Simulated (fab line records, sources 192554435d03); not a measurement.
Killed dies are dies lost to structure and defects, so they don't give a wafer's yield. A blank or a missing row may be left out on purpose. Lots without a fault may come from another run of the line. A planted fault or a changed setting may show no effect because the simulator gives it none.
fab line records | flow n5_finfet
record lots=23 wafers=69 last_day=18
route steps=1938 shown SDB@361 HKMG_FIN@405 GATE_CUT@473
lots that met no fault: from a run of the same line without faults
start_h: hours from the record's first day to the start of the lot's first wafer shown | wait_h: hours since the lot's step before | " the same as in the row above | L1.1+2: a row that stands for several wafers | - no value, or no start given | * or withheld: withheld | < > ~ a bound
route shown NAME@n: a module of which the file shows steps, and the number in the route of the first | usual: mean/standard deviation of fault-free wafers | same: alike in all rows | chamber/n: place in a boat | sites: the reading at each site | _std_site: their standard deviation | _edge_site: outer sites' mean less inner sites' | radius_mm: how far each site lies from the wafer's centre | mask NAME#n: copy n | behind: the tool/chamber that last shaped the wafer | hold: why the lot was held/for how many hours/how that ended | device: the transistor (n, p or np) that didn't switch | end of line: the same wafers' tests at the end of the route | a step without rows: its recipe alone | killed: dies lost to structure and defects at the first sort, not the wafer's yield | map: a wafer's dies, x killed, . not, _ none there
set.NAME: the setting as run; set.NAME@STEP: as run at that earlier step | model.NAME: the simulator's own value behind a step, which no gauge read
steps of the route over a sample of lots; a table a step, a row a wafer
services: from which hour (start_h, from the record's first day; less than 0 if before it) a tool's chamber was out of use, for how many hours, and why
## steps
# step N5_SDB_ETCH_18
# recipe chemistry=N2/H2 target=SOC target_depth_a=1000 overetch_a=200 mask_material=SiARC temp_c=40 time_s=150 ion_energy_ev=200 pressure_mtorr=30 source_w=840 bias_w=150 n2_flow_sccm=200 h2_flow_sccm=200
# usual drypump_motor_current_A=5.8/0.47 oes_product_au=0.70/0.078 rf_vpp_V=523.9/2.4 showerhead_plenum_p_Torr=2.55/0.08 throttle_valve_pct=17.75/0.24
# columns lot.wafer tool chamber start_h wait_h drypump_motor_current_A oes_product_au rf_hours_counter_h rf_vpp_V showerhead_plenum_p_Torr throttle_valve_pct
L074.2 rie_diel-03 1 70.81 0.0 5.8 0.66 168 525.9 2.65 17.76
L074.3 " 0 " " 6.3 0.62 225 522.4 2.51 17.69
L074.6 " 3 " " 6.3 0.65 - 522.9 2.53 18.20
L075.1 rie_diel-02 2 76.16 0.0 5.6 0.62 236 524.7 2.61 18.28
L075.2 " 3 " " 5.9 0.75 56 525.5 2.58 17.70
L075.3 " 0 " " 5.5 0.75 69 524.5 2.58 17.44
L076.1 rie_diel-01 0 78.67 0.0 6.2 0.63 221 526.4 2.62 17.62
L076.3 " 2 " " 5.6 0.70 134 524.4 2.55 17.52
L076.4 " 2 " " 5.6 0.71 - 523.6 2.55 17.51
L077.2 rie_diel-02 3 84.14 0.0 5.8 0.75 59 525.1 2.58 17.71
L077.3 " 1 " " 4.8 0.64 196 519.4 2.42 17.79
L077.4 " 2 " " 5.6 0.61 240 524.8 2.61 18.28
L078.1 rie_diel-02 2 90.48 0.0 5.6 0.61 243 527.0 2.61 18.29
L078.2 " 1 " " 4.8 0.63 198 520.9 2.42 17.81
L078.5 " 0 " " 5.5 0.75 - 525.2 2.57 17.45
L079.2 rie_diel-02 3 96.66 0.0 5.9 0.74 65 523.4 2.58 17.75
L079.4 " 0 " " 5.5 0.74 78 524.6 2.57 17.44
L079.5 " 1 " " 4.8 0.64 - 520.4 2.42 17.81
L080.1 rie_diel-01 2 101.77 0.0 5.6 0.70 146 522.7 2.55 17.54
L080.3 " 0 " " 6.2 0.62 233 526.4 2.62 17.65
L080.5 " 1 " " 5.9 0.85 - 522.4 2.50 17.61
L082.3 rie_diel-01 0 113.53 0.0 6.1 0.63 238 525.4 2.61 17.64
L082.4 " 1 " " 5.9 0.83 10 521.9 2.49 17.61
L082.5 " 2 " " 5.6 0.69 - 521.7 2.54 17.54
L083.3 rie_diel-03 3 120.17 0.0 6.3 0.64 221 523.1 2.52 18.22
L083.5 " 1 " " 5.8 0.66 - 526.2 2.64 17.74
L083.6 " 0 " " 6.3 0.62 - 522.8 2.51 17.69
L084.2 rie_diel-02 0 131.42 0.0 5.5 0.72 91 522.8 2.57 17.48
L084.5 " 0 " " 5.5 0.73 - 525.3 2.57 17.47
L084.6 " 1 " " 4.8 0.62 - 520.0 2.42 17.83
L085.3 rie_diel-03 1 133.78 0.0 5.8 0.65 184 527.0 2.64 17.77
L085.4 " 2 " " 6.4 0.66 177 519.6 2.43 17.72
L085.6 " 0 " " 6.3 0.62 - 523.3 2.50 17.69
L086.1 rie_diel-01 0 137.65 0.0 6.2 0.62 247 525.5 2.61 17.67
L086.3 " 1 " " 5.9 0.81 16 521.1 2.49 17.63
L086.5 " 1 " " 5.9 0.81 - 522.5 2.49 17.62
L087.2 rie_diel-03 0 143.18 0.0 6.3 0.63 244 521.8 2.50 17.70
L087.4 " 2 " " 6.4 0.65 181 520.9 2.42 17.72
L087.5 " 0 " " 6.3 0.62 - 523.7 2.50 17.70
L088.1 rie_diel-02 3 151.28 0.0 5.9 0.72 85 525.1 2.57 17.75
L088.2 " 2 " " 5.6 0.86 6 525.6 2.60 17.90
L088.4 " 0 " " 5.5 0.72 97 525.3 2.56 17.48
L089.1 rie_diel-02 1 157.88 0.0 4.8 0.62 223 518.9 2.41 17.85
L089.5 " 3 " " 5.9 0.72 - 524.2 2.57 17.79
L089.6 " 0 " " 5.5 0.71 - 525.1 2.56 17.49
L090.3 rie_diel-03 1 161.21 0.0 5.8 0.65 195 527.3 2.64 17.78
L090.5 " 3 " " 6.3 0.62 - 523.0 2.52 18.24
L090.6 " 2 " " 6.4 0.65 - 520.9 2.42 17.74
L091.1 rie_diel-02 3 170.75 0.0 5.9 0.71 91 523.5 2.57 17.77
L091.4 " 2 " " 5.7 0.84 12 525.4 2.60 17.90
L091.5 " 2 " " 5.6 0.85 - 526.7 2.60 17.90
L092.4 rie_diel-01 2 178.36 0.1 5.6 0.68 - 524.5 2.53 17.58
L092.5 " 0 " " 6.2 0.86 - 524.3 2.61 17.25
L092.6 " 3 " " 6.1 0.77 - 527.1 2.69 17.51
L093.2 rie_diel-02 0 180.93 0.0 5.5 0.71 106 522.4 2.56 17.50
L093.3 " 2 " " 5.7 0.84 15 525.3 2.60 17.90
L093.4 " 3 " " 5.9 0.71 93 524.4 2.56 17.77
L094.1 rie_diel-02 2 191.00 0.0 5.6 0.82 18 525.0 2.60 17.90
L094.4 " 1 " " 4.8 0.61 234 522.0 2.41 17.87
L094.5 " 2 " " 5.6 0.84 - 525.1 2.60 17.89
L095.2 rie_diel-03 3 193.05 0.0 6.3 0.62 249 521.7 2.51 18.24
L095.4 " 3 " " 6.3 0.63 - 522.9 2.51 18.26
L095.6 " 1 " " 5.8 0.64 - 526.5 2.63 17.80
L096.1 rie_diel-03 3 199.33 0.0 6.3 0.62 251 521.7 2.51 18.26
L096.5 " 3 " " 6.3 0.62 - 522.6 2.51 18.27
L096.6 " 2 " " 6.4 0.64 - 521.3 2.42 17.76
L097.1 rie_diel-02 2 201.64 0.0 5.6 0.83 21 525.3 2.59 17.92
L097.3 " 3 " " 5.8 0.71 100 524.1 2.56 17.78
L097.5 " 2 " " 5.6 0.83 - 524.5 2.60 17.91
# step N5_SDB_CUT_ETCH_26
# recipe chemistry=HBr/Cl2/O2 target=Si target_depth_a=1296 bt_time_s=20 mask_material=SiNx time_s=51.8 ion_energy_ev=* bias_w=* pressure_mtorr=10 icp_w=800 HBr_flow_sccm=150 Cl2_flow_sccm=80 O2_flow_sccm=12
# usual O2_flow_sccm=12.01/0.034 drypump_motor_current_A=5.6/0.48 oes_o_777_au=1.000/0.027 oes_product_au=0.995/0.014 throttle_valve_pct=37.21/0.19
# columns lot.wafer tool chamber start_h wait_h O2_flow_sccm drypump_motor_current_A oes_o_777_au oes_product_au rf_hours_counter_h throttle_valve_pct
L074.2 rie_si-05 1 71.38 0.1 12.06 5.9 0.971 1.005 87 37.26
L074.3 " 3 " " 12.04 5.7 0.991 0.989 163 37.24
L074.6 " 2 " " 12.00 5.4 0.970 0.967 - 37.18
L075.1 rie_si-05 3 76.91 0.1 12.04 5.7 0.986 0.980 163 37.24
L075.2 " 1 " " 11.96 5.9 0.973 1.011 87 37.26
L075.3 " 0 " " 11.99 4.9 1.004 1.001 7 37.08
L076.1 rie_si-06 1 79.89 0.1 11.99 4.7 1.028 0.998 132 37.11
L076.3 " 3 " " 12.08 5.6 0.986 1.014 2 37.73
L076.4 " 0 " " 12.01 6.2 1.004 0.991 16 37.01
L077.2 rie_si-06 0 84.69 0.1 12.02 6.2 1.008 0.987 16 36.99
L077.3 " 2 " " 12.04 6.1 1.053 1.005 81 37.26
L077.4 " 1 " " 12.07 4.7 1.019 1.006 132 37.11
L078.1 rie_si-05 0 91.14 0.1 12.04 4.9 1.001 1.008 7 37.06
L078.2 " 3 " " 12.02 5.7 0.978 0.978 163 37.25
L078.5 " 2 " " 12.00 5.4 0.979 0.956 - 37.18
L079.2 rie_si-03 3 97.21 0.1 12.03 5.9 0.965 0.988 16 37.19
L079.4 " 2 " " 12.04 5.7 0.981 0.992 123 36.95
L079.5 " 2 " " 11.98 5.7 0.989 0.982 - 36.95
L080.1 rie_si-05 1 102.45 0.1 11.95 5.9 0.979 1.002 88 37.27
L080.3 " 0 " " 12.00 4.9 1.004 0.994 7 37.06
L080.5 " 2 " " 11.97 5.4 0.980 0.963 - 37.18
L082.3 rie_si-06 2 114.07 0.1 12.05 6.1 1.066 1.000 82 37.27
L082.4 " 0 " " 12.00 6.2 1.008 0.989 17 37.00
L082.5 " 1 " " 11.97 4.7 1.027 1.001 - 37.12
L083.3 rie_si-03 1 120.71 0.1 11.99 5.4 1.007 1.006 11 37.16
L083.5 " 3 " " 12.00 5.9 0.974 0.985 - 37.19
L083.6 " 2 " " 12.02 5.6 0.992 0.982 - 36.96
L084.2 rie_si-06 1 131.96 0.1 11.98 4.7 1.024 1.001 133 37.11
L084.5 " 2 " " 11.97 6.1 1.059 0.994 - 37.26
L084.6 " 1 " " 12.03 4.7 1.032 1.004 - 37.10
L085.3 rie_si-06 0 134.33 0.1 12.03 6.2 1.007 0.990 17 37.00
L085.4 " 2 " " 11.99 6.1 1.060 1.008 82 37.28
L085.6 " 1 " " 11.98 4.7 1.027 1.003 - 37.12
L086.1 rie_si-05 0 138.30 0.1 12.02 4.9 0.995 1.007 8 37.07
L086.3 " 1 " " 12.01 5.9 0.985 1.011 88 37.26
L086.5 " 2 " " 11.93 5.4 0.980 0.962 - 37.18
L087.2 rie_si-03 0 144.08 0.1 11.95 6.2 1.016 0.996 129 37.26
L087.4 " 1 " " 12.02 5.4 1.007 1.004 11 37.17
L087.5 " 0 " " 12.02 6.2 1.008 0.996 - 37.25
L088.1 rie_si-05 3 151.83 0.1 11.97 5.7 0.979 0.980 164 37.23
L088.2 " 2 " " 12.04 5.4 0.971 0.976 143 37.19
L088.4 " 1 " " 12.00 5.9 0.974 1.010 89 37.27
L089.1 rie_si-03 2 158.42 0.1 11.97 5.7 0.982 0.987 124 36.94
L089.5 " 0 " " 12.02 6.2 1.013 0.990 - 37.26
L089.6 " 1 " " 11.97 5.4 1.007 1.015 - 37.17
L090.3 rie_si-05 0 161.96 0.1 12.01 4.9 1.001 0.997 8 37.06
L090.5 " 0 " " 11.99 4.9 0.999 0.996 - 37.07
L090.6 " 1 " " 11.95 5.9 0.967 1.009 - 37.25
L091.1 rie_si-03 0 171.29 0.1 11.99 6.2 1.015 1.004 129 37.25
L091.4 " 1 " " 12.01 5.4 1.013 1.019 12 37.16
L091.5 " 2 " " 12.00 5.7 0.983 0.983 - 36.96
L092.4 rie_si-06 3 178.83 0.0 12.04 5.6 0.983 1.005 4 37.73
L092.5 " 1 " " 11.97 4.7 1.023 0.998 - 37.10
L092.6 " 2 " " 12.09 6.1 1.059 1.000 - 37.26
L093.2 rie_si-05 0 181.47 0.1 12.03 4.9 0.998 1.002 9 37.05
L093.3 " 2 " " 12.04 5.4 0.981 0.963 144 37.18
L093.4 " 1 " " 12.01 5.9 0.961 1.007 89 37.26
L094.1 rie_si-06 1 191.66 0.1 12.09 4.7 1.026 1.005 134 37.10
L094.4 " 3 " " 12.02 5.6 0.986 1.003 4 37.72
L094.5 " 2 " " 11.98 6.1 1.062 1.002 - 37.26
L095.2 rie_si-05 3 193.60 0.1 12.02 5.7 0.970 0.974 165 37.24
L095.4 " 2 " " 11.98 5.4 0.977 0.970 144 37.18
L095.6 " 2 " " 12.00 5.4 0.984 0.970 - 37.19
L096.1 rie_si-06 3 199.87 0.1 11.99 5.6 0.989 1.014 4 37.74
L096.5 " 2 " " 12.01 6.1 1.054 1.000 - 37.27
L096.6 " 3 " " 11.99 5.6 0.986 1.002 - 37.72
L097.1 rie_si-06 2 202.58 0.1 12.04 6.1 1.061 1.000 84 37.28
L097.3 " 0 " " 12.00 6.2 1.004 0.990 19 37.00
L097.5 " 2 " " 12.03 6.1 1.065 0.995 - 37.28
# step N5_HKMG_FIN_STRIP_57
# recipe chemistry=CF4 resist=SiARC power_w=300 bias_power_w=75 pressure_mtorr=50 cf4_flow_sccm=150 rf_frequency_hz=6e+07
# usual drypump_motor_current_A=5.9/0.42 oes_product_au=0.78/0.084 rf_vpp_V=271.4/1.4 showerhead_plenum_p_Torr=1.80/0.055 throttle_valve_pct=13.43/0.25
# columns lot.wafer tool chamber start_h wait_h drypump_motor_current_A oes_product_au rf_hours_counter_h rf_vpp_V showerhead_plenum_p_Torr throttle_valve_pct
L074.2 rie_diel-01 2 77.22 0.0 5.6 0.78 133 269.4 1.79 13.27
L074.3 " 0 " " 6.2 0.71 220 272.5 1.84 13.45
L074.6 " 0 " " 6.2 0.70 - 272.6 1.84 13.45
L075.1 rie_diel-01 2 82.52 0.0 5.6 0.78 137 270.6 1.79 13.25
L075.2 " 3 " " 6.2 0.92 10 273.9 1.90 13.13
L075.3 " 0 " " 6.3 0.70 224 272.2 1.84 13.46
L076.1 rie_diel-02 3 85.06 0.0 5.9 0.83 60 270.6 1.81 13.47
L076.3 " 2 " " 5.6 0.68 241 271.5 1.84 14.17
L076.4 " 1 " " 4.9 0.71 196 269.8 1.72 13.53
L077.2 rie_diel-01 0 89.89 0.0 6.2 0.71 228 273.4 1.84 13.47
L077.3 " 1 " " 5.8 0.97 1 270.6 1.76 13.23
L077.4 " 2 " " 5.6 0.78 141 269.8 1.79 13.25
L078.1 rie_diel-03 2 96.38 0.0 6.4 0.74 165 269.2 1.71 13.49
L078.2 " 0 " " 6.3 0.69 229 269.8 1.77 13.54
L078.5 " 0 " " 6.3 0.70 - 269.5 1.77 13.56
L079.2 rie_diel-03 1 102.27 0.0 5.8 0.73 174 272.9 1.86 13.54
L079.4 " 2 " " 6.4 0.73 167 268.9 1.71 13.50
L079.5 " 1 " " 5.8 0.74 - 272.9 1.86 13.52
L080.1 rie_diel-02 3 107.70 0.0 5.9 0.82 69 271.6 1.81 13.48
L080.3 " 2 " " 5.6 0.67 250 271.5 1.84 14.16
L080.5 " 3 " " 5.9 0.81 - 271.4 1.81 13.48
L082.3 rie_diel-03 1 119.59 0.0 5.8 0.73 179 272.6 1.85 13.53
L082.4 " 2 " " 6.4 0.73 172 269.8 1.71 13.51
L082.5 " 1 " " 5.8 0.73 - 272.8 1.85 13.54
L083.3 rie_diel-02 0 125.98 0.0 5.5 0.80 90 270.9 1.80 13.14
L083.5 " 3 " " 5.9 0.81 - 272.0 1.81 13.48
L083.6 " 1 " " 4.8 0.69 - 269.2 1.71 13.56
L084.2 rie_diel-01 0 136.98 0.0 6.2 0.69 246 273.0 1.83 13.51
L084.5 " 0 " " 6.2 0.69 - 271.1 1.83 13.51
L084.6 " 3 " " 6.2 0.87 - 273.2 1.89 13.18
L085.3 rie_diel-01 1 140.41 0.0 5.9 0.90 17 271.4 1.76 13.25
L085.4 " 0 " " 6.2 0.69 248 272.1 1.83 13.50
L085.6 " 1 " " 5.9 0.90 - 270.7 1.76 13.27
L086.1 rie_diel-01 0 143.58 0.0 6.2 0.69 250 269.6 1.83 13.51
L086.3 " 1 " " 5.9 0.90 19 269.5 1.76 13.26
L086.5 " 2 " " 5.5 0.76 - 272.7 1.79 13.32
L087.2 rie_diel-03 1 149.45 0.0 5.8 0.71 191 270.8 1.85 13.55
L087.4 " 2 " " 6.4 0.72 183 270.4 1.71 13.55
L087.5 " 1 " " 5.8 0.72 - 272.5 1.85 13.55
L088.1 rie_diel-02 2 156.96 0.0 5.6 0.95 7 274.0 1.84 13.64
L088.2 " 0 " " 5.4 0.79 99 271.5 1.80 13.15
L088.4 " 3 " " 5.8 0.79 86 271.2 1.81 13.53
L089.1 rie_diel-02 2 163.82 0.0 5.6 0.94 9 271.6 1.84 13.64
L089.5 " 1 " " 4.8 0.69 - 270.3 1.71 13.59
L089.6 " 0 " " 5.5 0.80 - 272.5 1.80 13.17
L090.3 rie_diel-02 0 167.28 0.0 5.5 0.79 103 271.4 1.80 13.17
L090.5 " 3 " " 5.9 0.79 - 272.0 1.81 13.53
L090.6 " 2 " " 5.6 0.94 - 273.3 1.84 13.65
L091.1 rie_diel-03 3 176.59 0.0 6.3 0.69 241 271.1 1.77 13.92
L091.4 " 2 " " 6.4 0.71 - 269.6 1.71 13.56
L091.5 " 1 " " 5.8 0.71 - 271.2 1.85 13.62
L092.4 rie_diel-01 1 184.27 0.0 5.8 0.87 34 271.7 1.75 13.30
L092.5 " 2 " " 5.6 0.74 - 271.6 1.78 13.35
L092.6 " 1 " " 5.9 0.87 - 270.4 1.75 13.31
L093.2 rie_diel-03 2 187.05 0.0 6.4 0.71 199 269.2 1.70 13.57
L093.3 " 1 " " 5.8 0.71 206 272.5 1.85 13.59
L093.4 " 1 " " 5.8 0.71 - 272.9 1.85 13.60
L094.1 rie_diel-01 1 197.01 0.0 5.9 0.86 40 269.9 1.75 13.31
L094.4 " 3 " " 6.2 0.83 56 272.8 1.89 13.23
L094.5 " 0 " " 6.2 0.93 - 272.6 1.83 12.97
L095.2 rie_diel-02 1 198.81 0.0 4.8 0.68 236 270.1 1.71 13.62
L095.4 " 3 " " 5.9 0.78 99 271.8 1.80 13.55
L095.6 " 1 " " 4.8 0.68 - 268.3 1.71 13.60
L096.1 rie_diel-01 3 205.33 0.0 6.2 0.82 60 273.6 1.89 13.23
L096.5 " 3 " " 6.1 0.82 - 274.2 1.89 13.23
L096.6 " 2 " " 5.6 0.74 - 272.0 1.78 13.37
L097.1 rie_diel-01 0 207.73 0.0 6.2 0.91 14 270.7 1.83 12.99
L097.3 " 2 " " 5.6 0.74 189 270.4 1.78 13.39
L097.5 " 0 " " 6.2 0.91 - 272.7 1.83 12.99
# step N5_HKMG_FIN_ALD_79
# recipe material=TiN target_thk_a=15 temp_c=400 ald_precursor_family=TiCl4 ald_co_reactant=NH3 pulse_time_s=1 purge_time_s=3 co_reactant_purge_time_s=2 co_reactant_pulse_time_s=2 ald_cycles=68 pressure_torr=3
# usual heater_power_w=913/110 precursor_pulse_height_rel=1.001/0.019
# columns lot.wafer tool chamber start_h wait_h heater_power_w precursor_pulse_height_rel
L074.2 ald_metal-02 0 78.37 0.0 907 0.981
L074.3 " 3 " " 830 1.003
L074.6 " 1 " " 871 1.010
L075.1 ald_metal-01 3 83.72 0.0 743 1.015
L075.2 " 2 " " 913 1.008
L075.3 " 0 " " 945 0.981
L076.1 ald_metal-04 0 86.15 0.0 954 1.001
L076.3 " 1 " " 938 1.012
L076.4 " 2 " " 920 1.002
L077.2 ald_metal-01 2 90.97 0.0 904 1.028
L077.3 " 1 " " 1155 0.992
L077.4 " 0 " " 953 1.001
L078.1 ald_metal-02 1 97.46 0.0 853 0.991
L078.2 " 2 " " 750 1.017
L078.5 " 1 " " 872 0.995
L079.2 ald_metal-01 1 103.35 0.0 1104 0.976
L079.4 " 0 " " 957 0.993
L079.5 " 1 " " 1123 0.987
L080.1 ald_metal-01 3 108.78 0.0 741 1.029
L080.3 " 2 " " 933 0.980
L080.5 " 2 " " 910 1.000
L082.3 ald_metal-01 3 120.68 0.0 712 0.995
L082.4 " 1 " " 1137 0.985
L082.5 " 0 " " 949 1.015
L083.3 ald_metal-02 2 127.06 0.0 768 0.997
L083.5 " 0 " " 909 0.974
L083.6 " 3 " " 819 0.990
L084.2 ald_metal-04 2 138.07 0.0 936 1.003
L084.5 " 1 " " 966 0.984
L084.6 " 2 " " 936 1.023
L085.3 ald_metal-04 1 141.50 0.0 961 0.995
L085.4 " 0 " " 932 1.049
L085.6 " 2 " " 930 1.009
L086.1 ald_metal-02 3 144.66 0.0 843 0.989
L086.3 " 2 " " 769 1.041
L086.5 " 2 " " 743 1.021
L087.2 ald_metal-04 2 150.53 0.0 942 0.997
L087.4 " 3 " " 1086 0.977
L087.5 " 0 " " 907 0.988
L088.1 ald_metal-01 0 158.05 0.0 937 0.995
L088.2 " 2 " " 929 1.023
L088.4 " 3 " " 725 1.010
L089.1 ald_metal-01 1 164.90 0.0 1081 1.014
L089.5 " 0 " " 956 1.019
L089.6 " 3 " " 737 0.985
L090.3 ald_metal-02 1 168.39 0.0 842 0.980
L090.5 " 1 " " 843 0.988
L090.6 " 2 " " 749 1.011
L091.1 ald_metal-02 2 177.68 0.0 750 0.969
L091.4 " 3 " " 865 1.004
L091.5 " 3 " " 829 1.002
L092.4 ald_metal-01 3 185.35 0.0 710 1.025
L092.5 " 0 " " 937 0.960
L092.6 " 3 " " 727 0.980
L093.2 ald_metal-04 0 188.14 0.0 957 1.000
L093.3 " 1 " " 941 1.025
L093.4 " 3 " " 1117 1.009
L094.1 ald_metal-01 0 198.09 0.0 942 1.030
L094.4 " 1 " " 1106 1.019
L094.5 " 3 " " 717 1.007
L095.2 ald_metal-01 2 199.90 0.0 907 0.977
L095.4 " 3 " " 715 1.040
L095.6 " 3 " " 738 1.032
L096.1 ald_metal-02 1 206.41 0.0 855 0.992
L096.5 " 0 " " 934 0.975
L096.6 " 1 " " 836 1.022
L097.1 ald_metal-04 0 208.81 0.0 942 0.967
L097.3 " 1 " " 981 1.018
L097.5 " 1 " " 969 1.032
# step N5_HKMG_FIN_STRIP_88
# recipe chemistry=N2/H2 power_w=2500 temp_c=300 h2_frac=0.65 time_s=360 pressure_mtorr=withheld n2_flow_sccm=1750 h2_flow_sccm=3250
# usual drypump_motor_current_A=5.86/0.14 heater_power_w=478/31
# columns lot.wafer tool chamber start_h wait_h drypump_motor_current_A heater_power_w rf_hours_counter_h
L074.2 plasma_asher-02 0 82.41 0.0 5.66 484 33
L074.3 " 1 " " 5.90 455 -
L074.6 " 1 " " 5.89 445 -
L075.1 plasma_asher-02 1 88.14 0.0 5.93 440 34
L075.2 " 0 " " 5.64 482 34
L075.3 " 0 " " 5.63 477 -
L076.1 plasma_asher-01 1 89.72 0.0 6.01 527 95
L076.3 " 0 " " 5.98 458 -
L076.4 " 1 " " 6.00 539 -
L077.2 plasma_asher-02 0 94.78 0.0 5.67 481 36
L077.3 " 0 " " 5.65 489 -
L077.4 " 1 " " 5.92 438 -
L078.1 plasma_asher-01 1 101.31 0.0 5.99 542 98
L078.2 " 0 " " 5.97 450 98
L078.5 " 1 " " 6.00 526 -
L079.2 plasma_asher-01 0 106.83 0.0 5.97 449 99
L079.4 " 0 " " 5.97 461 -
L079.5 " 1 " " 5.99 542 -
L080.1 plasma_asher-02 1 112.53 0.0 5.91 445 40
L080.3 " 1 " " 5.91 442 -
L080.5 " 0 " " 5.64 473 -
L082.3 plasma_asher-02 1 124.40 0.1 5.92 452 -
L082.4 " 0 " " 5.67 474 -
L082.5 " 1 " " 5.90 448 -
L083.3 plasma_asher-02 1 130.81 0.1 5.91 458 -
L083.5 " 0 " " 5.65 484 -
L083.6 " 1 " " 5.91 445 -
L084.2 plasma_asher-01 1 142.34 0.0 5.99 537 107
L084.5 " 1 " " 5.96 529 -
L084.6 " 0 " " 5.97 463 -
L085.3 plasma_asher-02 0 145.43 0.1 5.65 487 -
L085.4 " 1 " " 5.93 447 -
L085.6 " 0 " " 5.66 483 -
L086.1 plasma_asher-02 0 149.47 0.0 5.65 489 46
L086.3 " 0 " " 5.66 488 -
L086.5 " 1 " " 5.90 446 -
L087.2 plasma_asher-02 0 154.03 0.0 5.65 486 47
L087.4 " 0 " " 5.64 475 -
L087.5 " 1 " " 5.89 454 -
L088.1 plasma_asher-01 1 161.88 0.0 5.97 536 111
L088.2 " 0 " " 6.00 457 111
L088.4 " 1 " " 5.97 525 -
L089.1 plasma_asher-01 1 169.23 0.0 5.96 534 113
L089.5 " 1 " " 5.96 538 -
L089.6 " 0 " " 5.98 455 -
L090.3 plasma_asher-01 0 172.16 0.1 5.97 463 -
L090.5 " 0 " " 5.98 457 -
L090.6 " 1 " " 5.99 520 -
L091.1 plasma_asher-01 1 181.24 0.0 5.98 531 116
L091.4 " 1 " " 5.97 533 -
L091.5 " 1 " " 5.97 550 -
L092.4 plasma_asher-02 1 189.33 0.2 5.89 458 -
L092.5 " 0 " " 5.64 480 -
L092.6 " 1 " " 5.88 454 -
L093.2 plasma_asher-02 0 191.96 0.0 5.64 484 53
L093.3 " 1 " " 5.89 443 -
L093.4 " 0 " " 5.65 474 -
L094.1 plasma_asher-01 1 201.69 0.0 5.98 522 119
L094.4 " 0 " " 5.99 457 -
L094.5 " 0 " " 5.99 456 -
L095.2 plasma_asher-01 1 203.57 0.0 5.96 522 120
L095.4 " 1 " " 5.97 526 -
L095.6 " 1 " " 5.96 521 -
L096.1 plasma_asher-02 0 210.32 0.0 5.68 485 57
L096.5 " 0 " " 5.67 483 -
L096.6 " 1 " " 5.90 441 -
L097.1 plasma_asher-02 1 212.50 0.0 5.89 446 58
L097.3 " 1 " " 5.90 445 -
L097.5 " 1 " " 5.89 457 -
# step N5_GATE_CUT_SAC_CAP_01
# recipe material=SiNx target_thk_a=240 temp_c=400 ald_precursor_family=SiH2I2 ald_co_reactant=N2/H2-plasma pulse_time_s=1 ald_cycles=480 purge_time_s=2 co_reactant_purge_time_s=2 pressure_torr=2
# usual heater_power_w=848/84 precursor_pulse_height_rel=1.002/0.019
# columns lot.wafer tool chamber start_h wait_h heater_power_w precursor_pulse_height_rel
L074.2 ald_sin-02 1 86.32 0.0 806 0.971
L074.3 " 3 " " 775 0.981
L074.6 " 2 87.40 1.1 866 0.976
L075.1 ald_sin-02 3 91.80 0.1 789 1.021
L075.2 " 0 " " 900 1.005
L075.3 " 2 " " 867 1.039
L076.1 ald_sin-04 2 94.14 0.8 931 1.025
L076.3 " 0 " " 982 0.986
L076.4 " 1 " " 697 1.008
L077.2 ald_sin-03 2 99.44 1.1 918 0.998
L077.3 " 3 " " 852 1.014
L077.4 " 0 " " 883 0.981
L078.1 ald_sin-03 1 104.89 0.0 857 1.005
L078.2 " 2 " " 915 1.012
L078.5 " 0 105.98 1.1 861 0.995
L079.2 ald_sin-04 1 110.48 0.1 696 0.997
L079.4 " 3 111.57 1.2 744 1.001
L079.5 " 1 " " 706 0.994
L080.1 ald_sin-02 2 116.05 0.0 877 0.978
L080.3 " 3 " " 771 1.033
L080.5 " 1 117.13 1.1 794 0.999
L082.3 ald_sin-04 3 127.73 0.0 742 1.007
L082.4 " 0 " " 955 1.051
L082.5 " 3 128.82 1.1 747 1.003
L083.3 ald_sin-04 1 134.14 0.0 690 0.964
L083.5 " 2 135.23 1.1 921 0.995
L083.6 " 3 " " 728 0.977
L084.2 ald_sin-03 0 145.82 0.0 902 1.029
L084.5 " 0 146.90 1.1 897 0.980
L084.6 " 1 " " 855 1.013
L085.3 ald_sin-04 3 148.87 0.0 713 1.012
L085.4 " 1 " " 702 1.002
L085.6 " 3 149.96 1.1 731 0.969
L086.1 ald_sin-02 2 153.85 0.8 875 1.018
L086.3 " 1 " " 838 0.972
L086.5 " 0 154.94 1.8 903 0.982
L087.2 ald_sin-04 1 157.75 0.0 697 1.008
L087.4 " 0 " " 963 1.018
L087.5 " 2 158.84 1.1 947 1.001
L088.1 ald_sin-03 3 165.61 0.0 825 1.012
L088.2 " 1 " " 861 1.010
L088.4 " 0 " " 869 1.029
L089.1 ald_sin-04 0 172.86 0.0 947 0.995
L089.5 " 1 173.95 1.1 702 1.013
L089.6 " 2 " " 935 1.027
L090.3 ald_sin-03 0 175.58 0.0 883 0.993
L090.5 " 1 176.67 1.1 857 0.983
L090.6 " 2 " " 907 0.979
L091.1 ald_sin-03 2 184.89 0.0 896 1.012
L091.4 " 3 " " 868 1.007
L091.5 " 0 185.97 1.1 907 1.004
L092.4 ald_sin-02 3 192.94 0.0 800 0.988
L092.5 " 1 194.03 1.1 828 1.020
L092.6 " 0 " " 910 1.027
L093.2 ald_sin-03 3 195.42 0.0 863 1.016
L093.3 " 2 " " 938 0.968
L093.4 " 2 196.51 1.1 911 1.000
L094.1 ald_sin-02 2 205.18 0.0 876 0.996
L094.4 " 1 " " 845 1.029
L094.5 " 1 206.27 1.1 834 0.976
L095.2 ald_sin-04 3 207.11 0.0 655 1.024
L095.4 " 2 " " 859 1.010
L095.6 " 3 208.19 1.1 678 1.039
L096.1 ald_sin-03 0 213.92 0.0 887 1.014
L096.5 " 0 215.00 1.1 875 1.001
L096.6 " 1 " " 852 1.018
L097.1 ald_sin-04 3 215.98 0.0 675 1.035
L097.3 " 0 " " 939 0.988
L097.5 " 1 217.07 1.1 712 0.993
## services
# columns tool chamber start_h hours kind
ald_sin-03 - 47.30 2.8 pm
plasma_asher-02 - 61.55 14.6 pm
rie_diel-01 2 64.49 1.4 repair
ald_sin-04 - 66.64 0.6 repair
ald_metal-01 - 69.25 1.4 repair
rie_diel-03 - 72.00 15.6 pm
ald_sin-04 1 74.43 3.5 repair
ald_sin-03 - 85.25 14.0 pm
rie_si-06 2 92.58 2.7 repair
ald_sin-03 3 101.40 10.0 repair
rie_diel-01 1 121.69 7.3 repair
rie_si-05 3 127.80 16.1 repair
ald_metal-01 2 132.64 2.4 repair
plasma_asher-01 - 132.90 0.6 repair
plasma_asher-02 - 139.38 4.3 pm
rie_diel-02 3 152.96 1.8 repair
rie_si-05 2 153.96 3.4 repair
rie_diel-03 0 165.62 14.4 repair
rie_diel-01 1 172.82 7.6 repair
rie_diel-02 0 174.77 2.9 repair
ald_sin-04 - 176.75 14.0 pm
plasma_asher-02 - 189.71 1.6 repair
ald_sin-04 1 190.95 2.4 repair
ald_metal-01 0 212.99 3.4 repair
## key
fault none
